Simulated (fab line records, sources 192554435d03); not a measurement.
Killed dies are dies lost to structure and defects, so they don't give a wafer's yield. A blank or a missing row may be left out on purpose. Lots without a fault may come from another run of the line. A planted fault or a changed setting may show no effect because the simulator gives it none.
Problem report in the 8D (eight disciplines) form, filled by code | flow n5_finfet | the parts of the form that need people (team, actions taken, sign-off) are left out

1. THE PROBLEM
trench_depth_nm at N5_BEOL_M10_OCD_MEAS_38 reads a mean of 185.2 nm on 3 wafers of 2 lots; wafers without a fault read 148.9 nm with a standard deviation of 2.5. That is +15 standard deviations from the usual mean.
First seen on wafer L631.2, day 13 22:31, on ocd-01. The record holds 17 wafers of 6 lots with a number at this step. Rule for "out", or "out of limits": more than 4 standard deviations from the usual mean. The other wafers with a number count as sound.

2. WHAT IT IS AND WHAT IT IS NOT
question                    | is                     | is not
which readings at this step | trench_depth_nm        | -
which lots                  | L631, L632             | L629, L630, L641, L642
which wafers of those lots  | L631.2, L632.1, L632.2 | L631.3, L631.4
read on which gauges        | ocd-01, ocd-02         | -
when                        | from day 13 22:31      | up to then (8 sound wafers); but 6 sound wafers of L641, L642 came after

3. SUSPECTS, AND WHAT RULES EACH OUT
Counting: a tool at a process step up to the reading stays a suspect if it ran every lot that is out. Sound lots after the first of them don't rule it out here, since some wafers of a struck lot are sound.
- the gauge at N5_BEOL_M10_OCD_MEAS_38: ruled out. The wafers that are out were read on 2 gauges (ocd-01, ocd-02).
- rie_metal-02 at N5_BEOL_M10_HM_OPEN_17 (chemistry Cl2/BCl3, target TiN, target depth 20 nm, overetch 6 nm): kept. It ran every lot that is out, first L631 (day 13 19:09); its last sound lot up to then is L629 (day 13 11:44).
- rie_diel-06 at N5_BEOL_M10_TRENCH_ETCH_37 (etches SiCOH lowk in C4F6/O2, target depth 148.83 nm, time 48 s): kept. It ran every lot that is out, first L631 (day 13 22:20); its last sound lot up to then is L630 (day 13 17:25). Its own readings are out on those wafers: run_length_s.
- rie_diel-06 at N5_BEOL_M10_ETCH_41 (etches SiCN in CH3F/O2, target depth 42.6 nm, time 86 s): kept. It ran every lot that is out, first L631 (day 13 22:31); its last sound lot up to then is L630 (day 13 17:36). N5_BEOL_M10_ETCH_41 gives no start for some lots, so the hours and the order of its lots are those of N5_BEOL_M10_OCD_MEAS_38.
Left after counting: rie_metal-02 at N5_BEOL_M10_HM_OPEN_17, rie_diel-06 at N5_BEOL_M10_TRENCH_ETCH_37, rie_diel-06 at N5_BEOL_M10_ETCH_41.

4. THE CAUSE (what the simulator had put in)
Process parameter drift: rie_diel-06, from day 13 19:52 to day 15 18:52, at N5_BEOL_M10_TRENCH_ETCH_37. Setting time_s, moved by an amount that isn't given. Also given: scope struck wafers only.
Counting left 3 suspects, and this tool is among them.

5. THE CHAIN OF EFFECTS, in route order
Each row: a reading whose mean over the struck wafers that have a number lies more than 3 standard deviations from the usual. Only readings for which the record gives a usual standard deviation are gone through. hours: the time from each lot's start at the first step in this table that gives one to its start at this step, as a median over the lots. sigmas: the change in usual standard deviations.
hours | step                       | reading           | usual        | on struck wafers | change | sigmas
0     | N5_BEOL_M10_TRENCH_ETCH_37 | run_length_s      | 71.4 s       | 83.0             | +11.6  | +30
0     | N5_BEOL_M10_OCD_MEAS_38    | trench_depth_nm   | 148.9 nm     | 185.2            | +36.3  | +15
3     | N5_BEOL_M10_THK_MEAS_53    | M10_THK           | 138.9 nm     | 173.6            | +34.7  | +13
3     | N5_BEOL_M10_RS_MEAS_57     | M10_RS            | 0.151 ohm/sq | 0.118            | -0.033 | -10
39    | N5_BEOL_M15_RC_MEAS_101    | SERP_M10          | 3.05 ohm/um  | 2.40             | -0.65  | -8.0
39    | N5_BEOL_M15_RC_MEAS_101    | SERP_M10_max_site | 3.15 ohm/um  | 2.45             | -0.70  | -7.4
The process steps in it:
- N5_BEOL_M10_TRENCH_ETCH_37: etches SiCOH lowk in C4F6/O2, target depth 148.83 nm, time 48 s.

6. WHAT WOULD HAVE CAUGHT IT SOONER
In this record the first reading out of limits at a measuring or inspecting step was taken at day 13 22:31, 3 hours after the fault began at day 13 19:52.
The tool's own readings at N5_BEOL_M10_TRENCH_ETCH_37 were out on every struck wafer that the step has a row for (run_length_s): an alarm limit on them would have fired on the first of those.
Of the lots that are out (2), L632 began N5_BEOL_M10_TRENCH_ETCH_37 on rie_diel-06 after day 13 22:31. A hold on the tool at that time would have spared it.
